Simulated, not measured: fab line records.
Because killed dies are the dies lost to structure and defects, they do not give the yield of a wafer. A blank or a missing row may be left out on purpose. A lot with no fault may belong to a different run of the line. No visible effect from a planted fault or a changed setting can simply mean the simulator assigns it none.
Matching of chambers	flow nand_harc	NHARC_P_GATE_STRIP_108 on rie_diel-09 has 4 sister chambers
The step strips in O2. 8 wafers are shown with their chamber, then 9 later ones without.

== EACH WAFER AND ITS CHAMBER ==
wafer	chamber	drypump_motor_current_A (A)	oes_product_au (a.u.)
L077.3	3	6.6	0.979
L081.6	2	5.6	1.001
L082.2	2	5.5	0.990
L082.3	1	5.2	0.999
L082.5	0	6.0	0.988
L083.1	1	5.2	0.996
L083.2	3	6.6	0.985
L083.3	0	5.9	0.982

== WAFERS MISSING THEIR CHAMBER ==
wafer	drypump_motor_current_A (A)	oes_product_au (a.u.)
L091.2	6.0	0.992
L091.4	5.2	0.990
L091.5	5.2	0.997
L093.1	5.9	1.005
L093.2	5.2	0.982
L093.4	6.5	0.988
L096.2	6.5	0.977
L096.3	5.2	0.996
L096.5	6.5	0.987

== WHICH CHAMBER EACH ONE RAN IN ==
wafer	from the rows above	in truth
L091.2	0	0
L091.4	1	1
L091.5	1	1
L093.1	0	0
L093.2	1	1
L093.4	3	3
L096.2	3	3
L096.3	1	1
L096.5	3	3
9 of 9 placed correctly. Left unplaced by these rows: 0. Wrongly placed: 0.
How it was worked out, from the rows above alone: a wafer's distance from a chamber is the root of the sum, over the readings, of the square of ((its reading less the chamber's mean) divided by the reading's scatter). If the next closest chamber is less than 2 further off than the closest, the wafer can't be placed; otherwise it belongs to the closest. For every chamber, the mean is computed from those of its wafers that are shown. The scatter: the root of (the sum of the squares of (reading less its chamber's mean) over the shown wafers, divided by (wafers less chambers)).
